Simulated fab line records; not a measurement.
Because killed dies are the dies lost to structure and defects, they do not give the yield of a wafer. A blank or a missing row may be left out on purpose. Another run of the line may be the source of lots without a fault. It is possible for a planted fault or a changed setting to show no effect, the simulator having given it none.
fab line records | flow nand-harc
[record] lots = 13 | wafers = 37 | last-day = 33
route steps=1302 shown A_SLIT@938 A_WL_FILL@968 A_CONTACT@983 END@1302
lots that met no fault: from a run of the same line without faults
start-h: the number of hours between the record's first day and the start of the first shown wafer of the lot | wait-h: hours elapsed since this lot's preceding step | " as in the row above | L1.1+2: a row that stands for several wafers | - no value present, or no start provided | * or withheld: withheld | < > ~ a bound
route shown NAME@n: a module of which the file shows steps, and the number in the route of the first | usual: mean and standard deviation over wafers with no fault | same: alike in all rows | chamber/n: place in a boat | sites: the reading at each site | _std_site: standard deviation of those values | _edge_site: the outer-site mean with the inner-site mean subtracted | radius-mm: how far each site lies from the wafer's centre | mask NAME#n: copy n | behind: the tool/chamber that last shaped the wafer | hold: what put the lot on hold/how long, in hours/how the hold closed | device: the transistor (n, p or np) that didn't switch | end of line: tests of these same wafers at the route's end | a step given without rows: its recipe and nothing more | killed: at the first sort, the dies lost to defects and structure; wafer yield is something else | map: shows each die of a wafer: x if killed, . if not, _ if none is there
set.NAME: the setting as run; set.NAME@STEP: as run at that earlier step | model.NAME: the simulator's own value behind a step, which no gauge read
route steps across a sampled set of lots; one table per step, one row per wafer
services: the hour from which a tool's chamber was out of use, counted from the record's first day as start-h (under 0 if before that day), plus the number of hours and why
[[steps]]
[step NHARC_A_SLIT_ETCH_15]
[recipe] target-depth-a = 62000 | over-etch-frac = 0.3 | time-s = 1612 | ion-energy-ev = 150 | o2-flow-sccm = 400 | cos-flow-sccm = 20 | ar-flow-sccm = 0 | rf-w = 500 | bias-w = 300 | chemistry = O2/COS
[usual] bias-w = 300.2/0.88 | drypump-motor-current-A = 6.1/0.54 | mfc-ar-sccm = 0.009/0.011 | oes-product-au = 0.998/0.0098 | rf-vpp-V = 314.6/1.9 | showerhead-plenum-p-Torr = 3.15/0.12 | throttle-valve-pct = 28.329/0.0099
lot.wafer | tool        | chamber | start-h | wait-h | bias-w | drypump-motor-current-A | mfc-ar-sccm | oes-product-au | rf-hours-counter-h | rf-vpp-V | showerhead-plenum-p-Torr | throttle-valve-pct
L255.1    | rie-diel-07 | 3       | -       | -      | 300.8  | 5.7                     | 0.012       | 0.984          | 8.4                | 313.4    | 2.95                     | 28.338
L255.2    | "           | 2       | "       | "      | 300.3  | 5.2                     | 0.030       | 1.006          | 8.2                | 314.8    | 3.12                     | 28.312
L255.4    | "           | 3       | "       | "      | 299.5  | 5.7                     | 0.012       | 0.980          | -                  | 312.8    | 2.95                     | 28.322
L256.2    | rie-diel-11 | 1       | -       | -      | 299.6  | 6.8                     | 0           | 0.998          | 0.5                | 316.1    | 3.24                     | 28.318
L256.5    | "           | 1       | "       | "      | 300.5  | 6.7                     | 0           | 0.994          | -                  | 315.9    | 3.24                     | 28.358
L256.6    | "           | 2       | "       | "      | 299.2  | 6.5                     | 0.004       | 0.981          | -                  | 316.4    | 3.23                     | 28.325
L257.1    | rie-diel-11 | 3       | -       | -      | 301.1  | 6.4                     | 0.013       | 0.996          | 1.3                | 313.5    | 3.04                     | 28.333
L257.2    | "           | 1       | "       | "      | 298.7  | 6.8                     | 0           | 1.007          | 1.6                | 315.7    | 3.24                     | 28.334
L257.5    | "           | 2       | "       | "      | 299.5  | 6.5                     | 0.004       | 0.988          | -                  | 315.7    | 3.23                     | 28.331
L259.3    | rie-diel-11 | 1       | -       | -      | 300.3  | 6.8                     | 0           | 1.002          | 2.4                | 316.4    | 3.24                     | 28.314
L259.1    | "           | 2       | "       | "      | 299.8  | 6.5                     | 0.004       | 0.992          | 3.0                | 315.0    | 3.23                     | 28.339
L259.5    | "           | 1       | "       | "      | 301.3  | 6.8                     | 0           | 1.011          | -                  | 316.3    | 3.24                     | 28.332
L262.3    | rie-diel-07 | 0       | -       | -      | 298.2  | 6.0                     | 0.010       | 0.983          | 1.7                | 313.4    | 3.01                     | 28.328
L262.4    | "           | 2       | "       | "      | 300.5  | 5.2                     | 0.030       | 1.001          | 0.9                | 313.7    | 3.12                     | 28.325
L262.6    | "           | 0       | "       | "      | 300.5  | 6.0                     | 0.010       | 0.980          | -                  | 313.1    | 3.01                     | 28.326
L263.4    | rie-diel-08 | 0       | -       | -      | 300.8  | 6.0                     | 0           | 1.015          | 9.1                | 316.2    | 3.27                     | 28.352
L263.1    | "           | 2       | "       | "      | 300.3  | 6.8                     | 0           | 1.016          | 8.9                | 316.7    | 3.33                     | 28.322
L263.6    | "           | 3       | "       | "      | 298.7  | 5.1                     | 0.001       | 1.019          | -                  | 313.3    | 3.10                     | 28.324
L265.3    | rie-diel-11 | 3       | -       | -      | 301.9  | 6.4                     | 0.013       | 1.010          | 6.6                | 313.1    | 3.04                     | 28.328
L265.2    | "           | 0       | "       | "      | 300.5  | 5.6                     | 0           | 0.986          | 7.0                | 313.2    | 3.11                     | 28.346
L265.5    | "           | 2       | "       | "      | 300.5  | 6.5                     | 0.004       | 0.989          | -                  | 315.0    | 3.23                     | 28.324
L269.6    | rie-diel-07 | 0       | -       | -      | 301.0  | 6.0                     | 0.010       | 0.994          | -                  | 312.9    | 3.01                     | 28.323
L269.5    | "           | 1       | "       | "      | 299.7  | 6.3                     | 0.037       | 0.991          | -                  | 316.5    | 3.34                     | 28.334
L272.1    | rie-diel-07 | 3       | -       | -      | 299.1  | 5.7                     | 0.012       | 1.008          | 6.9                | 310.4    | 2.95                     | 28.329
L272.6    | "           | 3       | "       | "      | 300.2  | 5.7                     | 0.012       | 0.998          | -                  | 312.4    | 2.94                     | 28.329
L275.2    | rie-diel-11 | 1       | -       | -      | 297.9  | 6.8                     | 0           | 1.007          | 1.7                | 315.6    | 3.23                     | 28.342
L275.1    | "           | 3       | "       | "      | 300.3  | 6.4                     | 0.013       | 1.007          | 1.3                | 313.1    | 3.04                     | 28.327
L275.4    | "           | 0       | "       | "      | 299.8  | 5.5                     | 0           | 0.996          | 1.5                | 314.2    | 3.10                     | 28.321
L273.1    | rie-diel-08 | 2       | -       | -      | 299.8  | 6.8                     | 0           | 1.001          | 6.3                | 317.3    | 3.33                     | 28.342
L273.2    | "           | 0       | "       | "      | 299.7  | 5.9                     | 0           | 1.016          | 5.4                | 315.3    | 3.27                     | 28.314
L273.3    | "           | 1       | "       | "      | 300.5  | 5.6                     | 0           | 0.990          | 5.5                | 317.0    | 3.25                     | 28.333
L276.2    | rie-diel-11 | 3       | -       | -      | 300.2  | 6.4                     | 0.013       | 1.006          | 2.5                | 313.0    | 3.03                     | 28.322
L276.3    | "           | 1       | "       | "      | 299.6  | 6.8                     | 0           | 1.025          | 3.0                | 315.1    | 3.23                     | 28.340
L276.6    | "           | 2       | "       | "      | 299.6  | 6.5                     | 0.004       | 1.011          | -                  | 316.2    | 3.23                     | 28.329
L278.2    | rie-diel-08 | 3       | -       | -      | 299.9  | 5.1                     | 0.001       | 0.996          | 8.4                | 314.2    | 3.09                     | 28.347
L278.3    | "           | 0       | "       | "      | 301.5  | 5.9                     | 0           | 1.003          | 7.6                | 315.9    | 3.27                     | 28.342
L278.6    | "           | 2       | "       | "      | 299.8  | 6.8                     | 0           | 1.004          | -                  | 316.8    | 3.33                     | 28.348
[step NHARC_A_WL_FILL_ETCHBACK_17]
[recipe] target-depth-a = 40 | time-s = 26.7 | chemistry = Cl2/BCl3
[usual] drypump-motor-current-A = 5.6/0.56 | oes-product-au = 1.004/0.01
lot.wafer | tool         | chamber | start-h | wait-h | drypump-motor-current-A | oes-product-au | rf-hours-counter-h
L255.2    | rie-metal-01 | 0       | 465.14  | -      | 6.4                     | 1.002          | 1.2
L255.1    | "            | 1       | "       | "      | 5.9                     | 0.999          | 1.2
L255.4    | "            | 0       | "       | "      | 6.4                     | 1.014          | -
L256.2    | rie-metal-02 | 1       | 480.98  | -      | 6.0                     | 1.005          | 0.1
L256.6    | "            | 0       | "       | "      | 5.5                     | 0.999          | -
L256.5    | "            | 1       | "       | "      | 6.0                     | 1.009          | -
L257.2    | rie-metal-01 | 0       | 492.25  | -      | 6.4                     | 1.011          | 1.5
L257.1    | "            | 1       | "       | "      | 5.9                     | 0.998          | 1.5
L257.5    | "            | 0       | "       | "      | 6.4                     | 1.018          | -
L259.1    | rie-metal-01 | 0       | 509.80  | -      | 6.4                     | 1.016          | 1.8
L259.3    | "            | 1       | "       | "      | 5.9                     | 1.007          | -
L259.5    | "            | 0       | "       | "      | 6.4                     | 1.007          | -
L263.1    | rie-metal-01 | 0       | 547.55  | -      | 6.4                     | 1.008          | 2.6
L263.4    | "            | 0       | "       | "      | 6.4                     | 1.007          | -
L263.6    | "            | 0       | "       | "      | 6.4                     | 1.007          | -
L262.4    | rie-metal-03 | 0       | 547.56  | -      | 5.1                     | 1.001          | -
L262.3    | "            | 1       | "       | "      | 4.7                     | 1.003          | -
L262.6    | "            | 1       | "       | "      | 4.7                     | 1.009          | -
L265.2    | rie-metal-02 | 1       | 598.25  | -      | 6.0                     | 1.011          | -
L265.3    | "            | 1       | "       | "      | 6.0                     | 1.016          | -
L265.5    | "            | 1       | "       | "      | 6.0                     | 1.027          | -
L269.6    | rie-metal-02 | 0       | 628.66  | -      | 5.5                     | 0.834          | -
L269.5    | "            | 1       | "       | "      | 6.0                     | 0.997          | -
L272.1    | rie-metal-02 | 1       | 649.46  | -      | 6.0                     | 1.017          | 0
L272.6    | "            | 1       | "       | "      | 6.0                     | 0.862          | -
L275.1    | rie-metal-03 | 1       | 667.97  | -      | 4.7                     | 1.007          | 2.5
L275.2    | "            | 0       | "       | "      | 5.1                     | 1.007          | 2.5
L275.4    | "            | 1       | "       | "      | 4.7                     | 1.009          | -
L273.2    | rie-metal-02 | 1       | 668.99  | -      | 6.0                     | 0.846          | 0.3
L273.1    | "            | 0       | "       | "      | 5.5                     | 0.978          | 0.3
L273.3    | "            | 1       | "       | "      | 6.0                     | 1.005          | -
L276.2    | rie-metal-03 | 0       | 680.32  | -      | 5.1                     | 0.997          | 2.6
L276.3    | "            | 0       | "       | "      | 5.1                     | 1.008          | -
L276.6    | "            | 1       | "       | "      | 4.7                     | 1.005          | -
L278.2    | rie-metal-03 | 1       | 693.43  | -      | 4.7                     | 1.011          | 2.9
L278.3    | "            | 1       | "       | "      | 4.7                     | 1.005          | -
L278.6    | "            | 1       | "       | "      | 4.7                     | 1.006          | -
[step NHARC_A_WL_FILL_CMP_12]
[recipe] t-overpolish-s = 30 | target-thk-nm = 100
[usual] motor-current-A = 11.9/1 | overpolish-run-s = 29.999/0.0092 | time-to-endpoint-s = 21.8/2.9
lot.wafer | tool   | chamber | start-h | wait-h | motor-current-A | overpolish-run-s | time-to-endpoint-s
L255.4    | cmp-02 | 0       | 471.14  | 0.1    | 11.4            | 29.995           | 26.8
L255.2    | "      | 2       | "       | "      | 11.3            | 30.002           | 20.9
L255.1    | "      | 3       | "       | "      | 13.9            | 30.000           | 19.0
L256.2    | cmp-02 | 1       | 486.87  | 0.2    | 10.7            | 29.994           | 20.8
L256.6    | "      | 0       | "       | "      | 11.7            | 29.986           | 26.2
L256.5    | "      | 1       | "       | "      | 11.0            | 30.001           | 23.4
L257.1    | cmp-04 | 2       | 498.05  | 0.2    | 11.2            | 30.013           | 22.0
L257.2    | "      | 0       | "       | "      | 11.9            | 30.009           | 24.4
L257.5    | "      | 2       | "       | "      | 10.8            | 30.008           | 21.2
L259.1    | cmp-04 | 1       | 515.58  | 0.2    | 11.6            | 29.994           | 27.0
L259.3    | "      | 2       | "       | "      | 11.6            | 29.997           | 20.0
L259.5    | "      | 0       | "       | "      | 12.5            | 29.998           | 25.4
L262.3    | cmp-04 | 1       | 553.40  | 0.1    | 12.0            | 29.998           | 22.1
L262.4    | "      | 2       | "       | "      | 11.1            | 30.004           | 18.5
L262.6    | "      | 1       | "       | "      | 12.2            | 29.989           | 22.8
L263.4    | cmp-03 | 1       | 553.51  | 0.1    | 11.1            | 30.005           | 21.7
L263.1    | "      | 0       | "       | "      | 12.5            | 30.007           | 18.0
L263.6    | "      | 2       | "       | "      | 11.2            | 29.980           | 21.8
L265.3    | cmp-03 | 0       | 604.25  | 0.2    | 13.0            | 29.983           | 19.7
L265.2    | "      | 1       | "       | "      | 10.7            | 30.000           | 22.4
L265.5    | "      | 2       | "       | "      | 11.0            | 30.000           | 26.6
L269.5    | cmp-03 | 2       | 634.49  | 0.2    | 10.7            | 29.995           | 24.6
L269.6    | "      | 3       | "       | "      | 13.4            | 30.019           | 22.2
L272.1    | cmp-02 | 3       | 655.42  | 0.2    | 13.5            | 29.998           | 19.6
L272.6    | "      | 1       | "       | "      | 11.4            | 30.001           | 20.9
L275.1    | cmp-04 | 1       | 672.13  | 0.1    | 11.6            | 29.987           | 23.7
L275.4    | "      | 3       | "       | "      | 14.5            | 29.987           | 19.9
L275.2    | "      | 0       | "       | "      | 12.1            | 30.006           | 20.2
L273.1    | cmp-02 | 3       | 674.85  | 0.2    | 13.7            | 29.995           | 19.2
L273.3    | "      | 1       | "       | "      | 11.0            | 29.988           | 21.1
L273.2    | "      | 2       | "       | "      | 10.9            | 30.009           | 22.7
L276.3    | cmp-02 | 0       | 686.23  | 0.2    | 11.7            | 29.992           | 25.3
L276.2    | "      | 2       | "       | "      | 11.3            | 30.013           | 20.5
L276.6    | "      | 1       | "       | "      | 11.3            | 29.989           | 21.8
L278.2    | cmp-02 | 2       | 699.23  | 0.2    | 11.0            | 29.997           | 22.4
L278.3    | "      | 0       | "       | "      | 11.8            | 29.995           | 24.4
L278.6    | "      | 2       | "       | "      | 10.4            | 29.999           | 21.6
[step NHARC_A_CONTACT_DEP_24]
[recipe] target-thk-a = 5000 | temp-c = 400 | pressure-torr = 6.5 | rf-w = 900 | teos-flow-sccm = 161.4 | flow-sccm = 2650 | target-thk-nm = 500 | gas = O2 | material = SiO2
[usual] heater-power-w = 590/140 | throttle-valve-pct = 15.9/0.53
lot.wafer | tool     | chamber | start-h | wait-h | heater-power-w | throttle-valve-pct
L255.1    | pecvd-02 | 2       | 471.70  | 0.1    | 417            | 14.8
L255.2    | "        | 0       | "       | "      | 522            | 15.5
L255.4    | "        | 0       | "       | "      | 539            | 15.4
L256.2    | pecvd-02 | 1       | 487.46  | 0.1    | 823            | 15.1
L256.6    | "        | 0       | "       | "      | 404            | 15.7
L256.5    | "        | 2       | "       | "      | 410            | 15.1
L257.2    | pecvd-02 | 2       | 498.57  | 0.1    | 324            | 14.9
L257.1    | "        | 1       | "       | "      | 679            | 15.1
L257.5    | "        | 2       | "       | "      | 352            | 15.0
L259.3    | pecvd-04 | 0       | 516.11  | 0.1    | 449            | 15.9
L259.1    | "        | 2       | "       | "      | 561            | 16.8
L259.5    | "        | 0       | "       | "      | 493            | 16.0
L262.3    | pecvd-01 | 1       | 554.03  | 0.2    | 576            | 16.4
L262.4    | "        | 2       | "       | "      | 547            | 15.8
L262.6    | "        | 0       | "       | "      | 672            | 16.1
L263.1    | pecvd-01 | 1       | 554.41  | 0.4    | 606            | 16.1
L263.4    | "        | 2       | "       | "      | 688            | 15.5
L263.6    | "        | 1       | "       | "      | 455            | 16.2
L265.2    | pecvd-01 | 1       | 604.73  | 0.1    | 598            | 16.3
L265.3    | "        | 0       | "       | "      | 784            | 16.2
L265.5    | "        | 0       | "       | "      | 800            | 16.4
L269.6    | pecvd-01 | 1       | 635.16  | 0.2    | 542            | 16.4
L269.5    | "        | 2       | "       | "      | 605            | 16.2
L272.1    | pecvd-01 | 2       | 656.03  | 0.2    | 676            | 15.8
L272.6    | "        | 0       | "       | "      | 784            | 16.3
L275.1    | pecvd-04 | 1       | 672.74  | 0.1    | 535            | 16.2
L275.2    | "        | 2       | "       | "      | 571            | 16.7
L275.4    | "        | 2       | "       | "      | 580            | 16.8
L273.3    | pecvd-02 | 1       | 675.38  | 0.1    | 667            | 15.1
L273.2    | "        | 2       | "       | "      | 371            | 15.1
L273.1    | "        | 0       | "       | "      | 522            | 15.6
L276.2    | pecvd-01 | 2       | 686.82  | 0.1    | 597            | 16.2
L276.3    | "        | 0       | "       | "      | 858            | 16.2
L276.6    | "        | 0       | "       | "      | 650            | 16.1
L278.3    | pecvd-04 | 1       | 699.82  | 0.1    | 412            | 16.2
L278.2    | "        | 2       | "       | "      | 493            | 16.8
L278.6    | "        | 0       | "       | "      | 434            | 15.9
[step NHARC_END_SORT_01]
[recipe] temp-c = 25
[usual] killed-at-array = 55/20 | killed-at-other = 1.1/1.2 | killed-at-periphery = 3.8/2.8 | killed-dies = 60/19 | killed-open = 3.4/1.9 | killed-short = 2.2/1.5
[same] gross-dies = 677
lot.wafer | tool      | chamber | start-h | wait-h | killed-at-array | killed-at-other | killed-at-periphery | killed-dies | killed-open | killed-short
L257.1    | prober-02 | 0       | 575.99  | 2.5    | 68              | 1               | 3                   | 72          | 0           | 6
L257.2    | prober-02 | 0       | 576.80  | 2.8    | 69              | 0               | 3                   | 72          | 4           | 1
L257.5    | prober-02 | 0       | 579.23  | 3.7    | 78              | 1               | 4                   | 83          | 4           | 5
L269.5    | prober-02 | 0       | 719.96  | 3.7    | 43              | 0               | 1                   | 44          | 0           | 4
L269.6    | prober-02 | 0       | 720.77  | 4.0    | 38              | 5               | 2                   | 45          | 0           | 2
// killed by level:class
L257.1 A_CHANNEL_HOLE_D2:chamber-film-flake=28 A_SLIT:chamber-film-flake=25 A_CHANNEL_HOLE_D1:chamber-film-flake=3 P_GATE:chamber-film-flake=3 A_CHANNEL_FILL_D1:chamber-film-flake=3 A_DECK1_JOINT:geometric-particle:short=2 A_SGD_CUT:geometric-particle:short=2 A_CONTACT:chamber-film-flake=2
L257.2 A_CHANNEL_HOLE_D2:chamber-film-flake=30 A_SLIT:chamber-film-flake=26 A_SGD_CUT:geometric-particle:open=2 P_GATE:chamber-film-flake=2 A_ZERO_WELL:chamber-film-flake=2 A_CHANNEL_HOLE_D1:chamber-film-flake=2 A_STAIRCASE:chamber-film-flake=2 A_CONTACT:chamber-film-flake=2
L257.5 A_CHANNEL_HOLE_D2:chamber-film-flake=34 A_SLIT:chamber-film-flake=23 A_SGD_CUT:chamber-film-flake=3 A_CONTACT:chamber-film-flake=3 P_STI:chamber-film-flake=2 A_CHANNEL_HOLE_D1:chamber-film-flake=2 A_DECK1_JOINT:chamber-film-flake=2 P_GATE:geometric-particle:open=1
L269.5 A_CHANNEL_HOLE_D1:chamber-film-flake=28 A_DECK1_JOINT:chamber-film-flake=4 A_SLIT:chamber-film-flake=3 A_CONTACT:chamber-film-flake=3 A_DECK1_JOINT:geometric-particle:short=2 A_ONON_D2:geometric-particle:short=1 A_WL_FILL:geometric-particle:short=1 P_M1:chamber-film-flake=1
L269.6 A_CHANNEL_HOLE_D1:chamber-film-flake=33 THIN_TSV:chamber-film-flake=5 A_SLIT:chamber-film-flake=2 A_CHANNEL_FILL_D1:geometric-particle:short=1 A_WL_FILL:geometric-particle:short=1 P_GATE:chamber-film-flake=1 P_M1:chamber-film-flake=1 A_DECK1_JOINT:chamber-film-flake=1
[[services]]
tool         | chamber | start-h | hours | kind
cmp-02       | -       | 416.68  | 0.5   | repair
rie-diel-11  | -       | 423.34  | 0.9   | repair
rie-metal-03 | -       | 426.91  | 2.6   | repair
cmp-02       | -       | 428.68  | 4.0   | pm
rie-diel-11  | -       | 432.50  | 9.0   | pm
pecvd-01     | 1       | 438.37  | 7.3   | repair
rie-metal-02 | -       | 454.00  | 9.0   | pm
cmp-04       | -       | 471.33  | 2.0   | repair
cmp-02       | -       | 478.95  | 1.1   | repair
pecvd-01     | -       | 486.80  | 0.7   | repair
pecvd-01     | -       | 492.00  | 13.0  | pm
cmp-04       | -       | 496.82  | 1.0   | repair
cmp-02       | -       | 500.73  | 0.5   | repair
cmp-04       | -       | 503.14  | 4.0   | pm
cmp-04       | -       | 508.03  | 5.6   | repair
rie-diel-11  | 3       | 526.15  | 14.8  | repair
cmp-02       | -       | 526.68  | 4.0   | pm
cmp-02       | -       | 554.56  | 1.2   | repair
rie-metal-02 | 0       | 588.47  | 11.7  | repair
rie-diel-11  | -       | 609.50  | 9.0   | pm
cmp-02       | -       | 624.68  | 4.0   | pm
rie-metal-02 | -       | 631.00  | 9.0   | pm
pecvd-01     | -       | 673.00  | 13.0  | pm
cmp-02       | -       | 680.67  | 1.8   | repair
[[key]]
[first-sign] step = NHARC_A_WL_FILL_ETCHBACK_17 | reading = oes-product-au | direction = down | sigmas = 15 | usual = 1.004 | struck = 0.848
effect none on later readings
met-at NHARC_A_WL_FILL_ETCHBACK_17
struck-lots L269,L272,L273
struck-wafers L269.6,L272.6,L273.2
tester-left-out L269,L272,L273
not-acting-at NHARC_A_SLIT_ETCH_15,NHARC_A_WL_FILL_CMP_12,NHARC_A_CONTACT_DEP_24
onset-between 598.25 628.66
[fault] kind = process-parameter-drift | tool = rie-metal-02 | chamber = - | onset-h = 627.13 | steps = NHARC_A_WL_FILL_ETCHBACK_17 | channel = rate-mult | offset = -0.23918 | shape = step | end-h = 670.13 | scope = struck-wafers-only
// tester-left-out: of these lots the tester's yield and bins aren't shown, on N5 and GAA mostly nor the transistor test; their killed dies are dies lost to structure and defects alone, not to doping, threshold or leakage, so they don't give the yield
